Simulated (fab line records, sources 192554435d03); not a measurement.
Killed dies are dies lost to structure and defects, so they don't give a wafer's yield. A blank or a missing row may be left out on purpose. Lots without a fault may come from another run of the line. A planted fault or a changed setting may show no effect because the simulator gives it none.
Split-lot experiment | flow n5_finfet | 7 lots, 39 wafers read, on a route of 1938 steps

THE SPLIT
At N5_BEOL_M2_ILD_DEP_00 (deposits SiOC from DEMS/O2, target thk 79 nm, time 15.3 s), the setting time_s was moved away from the recipe's 15.3 s on 15 of the 39 wafers read, by -56.2% to -18.0%. The other wafers ran this setting at the recipe's value.

The file shows no step between the split and the reading.

THE READING
M2_ILD_THK, in nm, at N5_BEOL_M2_THK_MEAS_01. Fault-free wafers of this fab line usually give 79.0 nm, standard deviation 0.97 nm.

wafer  | tool, chamber at the split | time_s as run, s | against the recipe | M2_ILD_THK, nm | against lot-mates on the recipe
L074.1 | pecvd-02, 0                | 15.3             | recipe             | 76.8           | -
L074.2 | pecvd-02, 2                | 10.29            | -32.7%             | 52.5           | -25.3
L074.3 | pecvd-02, 1                | 15.3             | recipe             | 78.2           | -
L074.4 | pecvd-02, 0                | 15.3             | recipe             | 78.5           | -
L074.5 | pecvd-02, 2                | 10.29            | -32.7%             | 52.4           | -25.4
L074.6 | pecvd-02, 1                | 10.29            | -32.7%             | 53.8           | -24.0
L076.1 | pecvd-02, 1                | 15.3             | recipe             | 79.9           | -
L076.2 | pecvd-02, 2                | 15.3             | recipe             | 78.1           | -
L076.3 | pecvd-02, 0                | 6.706            | -56.2%             | 34.3           | -45.4
L076.4 | pecvd-02, 2                | 6.706            | -56.2%             | 35.2           | -44.5
L076.5 | pecvd-02, 0                | 6.706            | -56.2%             | 35.3           | -44.4
L076.6 | pecvd-02, 1                | 15.3             | recipe             | 81.0           | -
L081.2 | pecvd-04, 0                | 15.3             | recipe             | 80.0           | -
L081.4 | pecvd-04, 0                | 15.3             | recipe             | 80.3           | -
L081.6 | pecvd-04, 1                | 15.3             | recipe             | 80.8           | -
L084.1 | pecvd-04, 1                | 15.3             | recipe             | 79.2           | -
L084.2 | pecvd-04, 2                | 15.3             | recipe             | 78.4           | -
L084.3 | pecvd-04, 0                | 15.3             | recipe             | 78.3           | -
L084.4 | pecvd-04, 2                | 15.3             | recipe             | 78.9           | -
L084.5 | pecvd-04, 0                | 15.3             | recipe             | 80.3           | -
L084.6 | pecvd-04, 1                | 15.3             | recipe             | 80.0           | -
L088.1 | pecvd-04, 0                | 15.3             | recipe             | 78.6           | -
L088.2 | pecvd-04, 1                | 10.39            | -32.1%             | 54.2           | -25.6
L088.3 | pecvd-04, 2                | 10.39            | -32.1%             | 53.7           | -26.1
L088.4 | pecvd-04, 2                | 15.3             | recipe             | 79.8           | -
L088.5 | pecvd-04, 0                | 15.3             | recipe             | 81.0           | -
L088.6 | pecvd-04, 1                | 10.39            | -32.1%             | 56.4           | -23.4
L093.1 | pecvd-02, 0                | 12.54            | -18.0%             | 63.9           | -15.2
L093.2 | pecvd-02, 1,0              | 15.3             | recipe             | 78.8           | -
L093.3 | pecvd-02, 2                | 12.54            | -18.0%             | 64.5           | -14.6
L093.4 | pecvd-02, 2                | 12.54            | -18.0%             | 64.9           | -14.2
L093.5 | pecvd-02, 1,0              | 15.3             | recipe             | 78.8           | -
L093.6 | pecvd-02, 1                | 15.3             | recipe             | 79.6           | -
L097.1 | pecvd-01, 2                | 15.3             | recipe             | 78.6           | -
L097.2 | pecvd-01, 0                | 15.3             | recipe             | 78.5           | -
L097.3 | pecvd-01, 1                | 8.715            | -43.0%             | 45.2           | -33.5
L097.4 | pecvd-01, 2                | 15.3             | recipe             | 78.9           | -
L097.5 | pecvd-01, 0                | 8.715            | -43.0%             | 46.7           | -32.0
L097.6 | pecvd-01, 1                | 8.715            | -43.0%             | 45.7           | -33.0
Where a row lists several chambers, the file gives one row for several wafers and doesn't say which wafer went through which chamber.

THE FIT
A straight line over all 39 wafers: M2_ILD_THK changes by +0.784 nm for each +1% of time_s; r = +1.00; the points scatter about the line by 1 nm.
The same after taking each lot's own level away (the mean of its wafers on the recipe; 39 wafers): +0.782 nm for each +1%; r = +1.00; scatter 0.85 nm.
On that fit, the largest move of time_s shifts the reading by 44 nm.
The lots' own levels span 77.83 to 80.37 nm, that is 2.6 times the standard deviation above.
So the lot-to-lot level changes the slope little: the two slopes agree.
Check: with one of the wafers moved furthest among these (-56.2%) left out of the fit, the line predicts -43.6 nm for it against its lot-mates. It came out at -45.4 nm against them.

OTHER SPLITS ON THESE WAFERS
These wafers also went through other splits before the reading. Each is held against what the fit with the lots' levels taken away leaves over:
other split on the same wafers             | wafers away from the commonest value | r with M2_ILD_THK (lot level and that fit taken away)
N5_FIN_SAQP_HM_DEP_72 time_s               | 12                                   | -0.01
N5_SD_EPI_N_ETCH_45 target_depth_a         | 18                                   | +0.17
N5_SD_EPI_P_EPI_21 epi_growth_time_s       | 18                                   | +0.15
N5_MOL_CONTACT_COAG_ETCH_15 target_depth_a | 15                                   | -0.24
N5_BEOL_M1_ILD_DEP_00 time_s               | 15                                   | +0.14

THE WHOLE CHAIN: every reading that the file lists as answering this split, in the file's order
step                   | what it does                                              | reading                                                                            | change (the file's fit)               | r (the file's)
N5_BEOL_M2_ILD_DEP_00  | deposits SiOC from DEMS/O2, target thk 79 nm, time 15.3 s | SiOC_of_BEOL_M2_ILD_DEP_00.thk_nm (the simulator's own value, which no gauge read) | +0.781 nm for each +1% of the setting | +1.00
N5_BEOL_M2_THK_MEAS_01 |                                                           | M2_ILD_THK                                                                         | +0.781 for each +1% of the setting    | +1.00

THE FILE'S OWN FIT
M2_ILD_THK changes by +0.781 nm for each +1% of time_s, r = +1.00.
